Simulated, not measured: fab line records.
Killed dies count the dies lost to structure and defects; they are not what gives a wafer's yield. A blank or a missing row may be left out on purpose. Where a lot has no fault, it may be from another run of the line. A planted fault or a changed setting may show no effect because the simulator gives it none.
Comparing a struck lot with a sound one || flow nand-harc || 42 out of 1159 route steps
Sound: wafers L277.2, L277.3, L277.5. Struck: wafers L283.1, L283.4, L283.5. Last of all comes the cause.
Per side, at each step with rows, come the tool, then ch with its chambers, and then its first start. Under that, the readings that differ: sound wafers || struck wafers || difference of the means || sigmas: that difference in standard deviations of wafers without a fault.
alike: a reading whose means differ by less than 2 such deviations, as well as words and numbers matching on both sides. not compared: withheld readings; readings where some wafer has no value; bounds like >300 that might hide an equal value; numbers whose values overlap and for which the record gives no deviation.
Wherever a step has rows on one side only, a row that says differs or no value, or a row with sigmas, the two part there. When numbers do not overlap yet have no deviation, they are printed without sigmas and do not part them. A reading missing from all wafers of one side parts the sides only when that side holds two or more wafers.

first, 4 steps without rows for these wafers: NHARC_A_M1_STRIP_19 (strips in post etch residue remover, time 600 s); NHARC_A_M1_DEGAS_29 (time 60 s); NHARC_A_M1_PRE_CLEAN_30 (time 30 s); NHARC_A_M1_PVD_20 (deposits TaN, target thk 5 nm, time 8.06 s).
NHARC_A_M1_PVD_21: deposits Cu, target thk 30 nm, time 20.49 s.
  sound on pvd-sputter-01; struck on pvd-sputter-02
  alike: throttle-valve-pct
then, 3 steps without rows for these wafers: NHARC_A_M1_ECD_22 (material Cu, target thk 400 nm); NHARC_A_M1_ANNEAL_31 (time 90 s); NHARC_A_M1_CMP_23 (polishes, t overpolish 20 s, target thk 154.34 nm).
NHARC_A_M1_THK_MEAS_24: measures by xrf.
  sound: film-metro-02 at day 19 10:09; struck: film-metro-02 at day 21 22:17
  alike: thk-nm
next, for these wafers, 1 step has no rows: NHARC_A_M1_SRD_25.
NHARC_A_M1_INSPECT_27:
  sound: defect-inspect-01 at day 19 10:19; struck: defect-inspect-01 at day 21 22:26
  alike: raw-defect-count
NHARC_A_M1_PRE_CLEAN_32: time 12 s.
  sound on pecvd-01 ch 0,1,2, day 19 10:23; struck on pecvd-04 ch 0,2, day 21 22:32
  alike: heater-power-w, rf-fwd-power-W
then, 3 steps without rows for these wafers: NHARC_A_M1_DEP_33 (deposits SiCN, target thk 30 nm); NHARC_A_BONDPAD_DEP_00 (deposits SiCN, target thk 250 nm); NHARC_A_BONDPAD_CMP_29 (polishes SiCN, target thk 200 nm).
NHARC_A_BONDPAD_THK_MEAS_30: measures by ellipsometry.
  sound: film-metro-02 at day 19 11:49; struck: film-metro-02 at day 21 23:48
  alike: thk-nm
then, 10 steps without rows for these wafers: NHARC_A_BONDPAD_SRD_31; NHARC_A_BONDPAD_DEHYDRATE_01 (time 120 s); NHARC_A_BONDPAD_HMDS_02 (time 30 s); NHARC_A_BONDPAD_COAT_33 (time 65 s); NHARC_A_BONDPAD_COAT_03 (resist thk 600 nm); NHARC_A_BONDPAD_SOFTBAKE_04 (time 70 s); NHARC_A_BONDPAD_EBR_05; NHARC_A_BONDPAD_EXPOSE_06 (exposes mask A BPAD); NHARC_A_BONDPAD_PEB_07 (peb time 80 s); NHARC_A_BONDPAD_DEVELOP_08 (time 50 s).
NHARC_A_BONDPAD_CD_MEAS_09: the cd target is 500 nm.
  sound on cd-sem-02 ch 0, day 19 12:16; struck on cd-sem-03 ch 0, day 22 00:22
  alike: cd-nm
NHARC_A_BONDPAD_OVL_MEAS_35:
  sound: overlay-01 at day 19 12:21; struck: overlay-01 at day 22 00:28
  alike: overlay-x-nm, overlay-y-nm
then, 2 steps without rows for these wafers: NHARC_A_BONDPAD_HARDBAKE_10 (time 65 s); NHARC_A_BONDPAD_DESCUM_11 (chemistry O2, time 3 s).
NHARC_A_BONDPAD_ETCH_34: etches the open film in N2/H2, target depth 60 nm, overetch 18 nm, time 65.91 s.
  sound on rie-diel-04 ch 1,2,3, day 19 12:37; struck on rie-diel-09 ch 0,1,2, day 22 00:41
{"reading": "rf-vpp-V (V)", "sound": "433.9 432.1 430.6", "struck": "425.9 427.1 425.4", "difference": -6.1, "sigmas": -3}
{"reading": "showerhead-plenum-p-Torr (Torr)", "sound": "2.14 2.09 2.02", "struck": "1.89 1.96 1.91", "difference": -0.16, "sigmas": -2}
  alike: drypump-motor-current-A, oes-product-au, rf-fwd-power-W, throttle-valve-pct
  not compared: rf-hours-counter-h
NHARC_A_BONDPAD_ETCH_12: etches the open film in CHF3/O2, target depth 220 nm, time 110 s.
  sound: rie-diel-04 ch 0,1; struck: rie-diel-09 ch 0,1
  alike: drypump-motor-current-A, oes-product-au, rf-fwd-power-W, rf-vpp-V, showerhead-plenum-p-Torr, throttle-valve-pct
  not compared: rf-hours-counter-h
NHARC_A_BONDPAD_CD_MEAS_13:
  sound: cd-sem-02 at day 19 12:50; struck: cd-sem-01 at day 22 00:55
  alike: cd-nm
then, 3 steps without rows for these wafers: NHARC_A_BONDPAD_STRIP_15 (strips in O2); NHARC_A_BONDPAD_ETCH_24 (etches the open film in CF4/N2, target depth 30 nm, time 72.99 s); NHARC_A_BONDPAD_STRIP_16 (strips in post etch residue remover, time 600 s).
NHARC_A_BONDPAD_DEGAS_25: time 60 s.
  sound: pvd-sputter-03 at day 19 13:28; struck: pvd-sputter-02 at day 22 01:32
{"reading": "heater-power-w (W)", "sound": "492 540 517", "struck": "426 460 421", "difference": -81, "sigmas": -2}
NHARC_A_BONDPAD_PRE_CLEAN_26: time 30 s.
  sound on pvd-sputter-03; struck on pvd-sputter-02
  alike: heater-power-w
then, 3 steps without rows for these wafers: NHARC_A_BONDPAD_PVD_17 (deposits TaN, target thk 5 nm, time 8.06 s); NHARC_A_BONDPAD_PVD_27 (deposits Cu, target thk 30 nm, time 20.49 s); NHARC_A_BONDPAD_ECD_18 (material Cu, target thk 400 nm).
NHARC_END_SORT_01:
  sound on prober-02 ch 0, day 20 22:19; struck on prober-02 ch 0, day 23 06:23
{"reading": "defect-limited-yield (%)", "sound": "95.3 93.8 94.7", "struck": "89.7 82.6 87.1", "difference": -8.1, "sigmas": -5}
{"reading": "killed-at-array", "sound": "25 35 34", "struck": "66 116 84", "difference": "+57", "sigmas": "+6"}
{"reading": "killed-dies", "sound": "32 42 36", "struck": "70 118 87", "difference": "+55", "sigmas": "+6"}
{"reading": "sort_bin_2_pct (%)", "sound": "0.9 1.5 1.8", "struck": "4.6 7.2 5.2", "difference": "+4.3", "sigmas": "+7"}
{"reading": "sort_bin_3_pct (%)", "sound": "0 0.59 0.30", "struck": "1.03 1.62 1.33", "difference": "+1.03", "sigmas": "+5"}
{"reading": "sort_bin_4_pct (%)", "sound": "3.8 4.1 3.2", "struck": "4.7 8.6 6.4", "difference": "+2.9", "sigmas": "+3"}
{"reading": "sort-n-pass", "sound": "645 635 641", "struck": "607 559 590", "difference": -55, "sigmas": -6}
{"reading": "sort-rim-yield-pct (%)", "sound": "98.1 96.2 96.2", "struck": "84.0 98.1 85.8", "difference": -7.5, "sigmas": -4}
{"reading": "sort-yield-pct (%)", "sound": "95.3 93.8 94.7", "struck": "89.7 82.6 87.1", "difference": -8.1, "sigmas": -5}
  alike: killed-at-other, killed-at-periphery, killed-open, killed-short

== WHERE THEY PART ==
At NHARC_A_BONDPAD_ETCH_34 first; at NHARC_END_SORT_01 last (within this record only).

WHY: what had been put in by the simulator
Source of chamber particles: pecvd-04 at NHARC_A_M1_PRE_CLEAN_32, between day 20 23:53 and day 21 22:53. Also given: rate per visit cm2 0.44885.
